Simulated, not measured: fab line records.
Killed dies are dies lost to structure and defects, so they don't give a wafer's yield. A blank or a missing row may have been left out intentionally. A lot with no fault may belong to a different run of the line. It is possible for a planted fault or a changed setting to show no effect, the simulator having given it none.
Split-lot study	flow n5Finfet	route with 1938 steps; 7 lots, 39 wafers read

SPLIT DETAILS
At N5_FIN_SAQP_ETCH_65 (etches SiO2 in CF4, target depth 4 nm, time 4.4 s), the setting timeS was moved away from the recipe's 4.4 s on 15 of the 39 wafers read, by -46.2% to +54.7%. All remaining wafers had this setting at the recipe value.

The reading comes from the split's own step.

THE READING
etch.depthNm (the simulator's own value, which no gauge read), in nm, at N5_FIN_SAQP_ETCH_65 (etches SiO2 in CF4, target depth 4 nm, time 4.4 s). No usual value for it is given in the file. Across the 24 wafers here that went through the recipe, the average is 3.967 nm and the standard deviation 0.04 nm.

wafer	tool, chamber at the split	timeS as run, s	against the recipe	etch.depthNm, nm	against lot-mates on the recipe
L077.1	rieSi-05, 2	2.823	-35.8%	2.49	-1.471
L077.2	rieSi-05, 3	2.823	-35.8%	2.578	-1.383
L077.3	rieSi-05, 1	2.823	-35.8%	2.522	-1.439
L077.4	rieSi-05, 0	4.4	recipe	3.966	-
L077.5	rieSi-05, 2	4.4	recipe	3.911	-
L077.6	rieSi-05, 3	4.4	recipe	4.005	-
L079.1	rieSi-06, 0	6.492	+47.5%	5.767	+1.799
L079.2	rieSi-06, 3	6.492	+47.5%	5.769	+1.801
L079.3	rieSi-06, 1	4.4	recipe	3.961	-
L079.4	rieSi-06, 2	4.4	recipe	4.004	-
L079.5	rieSi-06, 2	6.492	+47.5%	5.939	+1.971
L079.6	rieSi-06, 1	4.4	recipe	3.939	-
L082.1	rieSi-06, 0	4.4	recipe	3.957	-
L082.2	rieSi-06, 3	4.4	recipe	3.92	-
L082.3	rieSi-06, 2	4.4	recipe	4.026	-
L082.4	rieSi-06, 1	4.4	recipe	3.956	-
L082.5	rieSi-06, 3	4.4	recipe	3.924	-
L082.6	rieSi-06, 2	4.4	recipe	3.973	-
L088.1	rieSi-05, 1	4.4	recipe	3.917	-
L088.2	rieSi-05, 3	2.366	-46.2%	2.167	-1.802
L088.3	rieSi-05, 2	2.366	-46.2%	2.104	-1.865
L088.4	rieSi-05, 0	2.366	-46.2%	2.129	-1.840
L088.5	rieSi-05, 3	4.4	recipe	4.026	-
L088.6	rieSi-05, 0	4.4	recipe	3.965	-
L089.1	rieSi-05, 3	6.553	+48.9%	5.991	+2.044
L089.2	rieSi-05, 1	4.4	recipe	3.931	-
L089.3	rieSi-05, 2	4.4	recipe	3.947	-
L089.4	rieSi-05, 0	4.4	recipe	3.963	-
L089.5	rieSi-05, 0	6.553	+48.9%	5.925	+1.978
L089.6	rieSi-05, 1	6.553	+48.9%	5.841	+1.894
L094.1	rieSi-05, 3	4.4	recipe	3.965	-
L094.2	rieSi-05, 2	6.805	+54.7%	6.013	+2.046
L094.3	rieSi-05, 0	4.4	recipe	3.959	-
L094.4	rieSi-05, 1	6.805	+54.7%	6.039	+2.072
L094.5	rieSi-05, 2	6.805	+54.7%	5.991	+2.024
L094.6	rieSi-05, 3	4.4	recipe	3.978	-
L095.1	rieSi-03, 0	4.4	recipe	3.936	-
L095.2	rieSi-03, 3	4.4	recipe	3.987	-
L095.4	rieSi-03, 1	4.4	recipe	4.087	-

THE FIT
A straight line over all 39 wafers: etch.depthNm changes by +0.0391 nm for each +1% of timeS; r = +1.00; the points scatter about the line by 0.054 nm.
The same after taking each lot's own level away (the mean of its wafers on the recipe; 39 wafers): +0.0392 nm for each +1%; r = +1.00; scatter 0.054 nm.
According to that fit, moving timeS by its largest amount changes the reading by 2.1 nm.
From 3.9470 to 4.0033 nm: that is the span of the lots' own levels, equal to 1.4 times the standard deviation above.
Hence the lot-to-lot level has little effect on the slope; both slopes agree.
Check: +2.14 nm against its lot-mates is what the line predicts for one of the wafers moved furthest among these (+54.7%) when that wafer is left out of the fit. It came out at +2.05 nm against them.

FILE'S OWN FIT
etch.depthNm changes by +0.0391 nm for each +1% of timeS, r = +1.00.
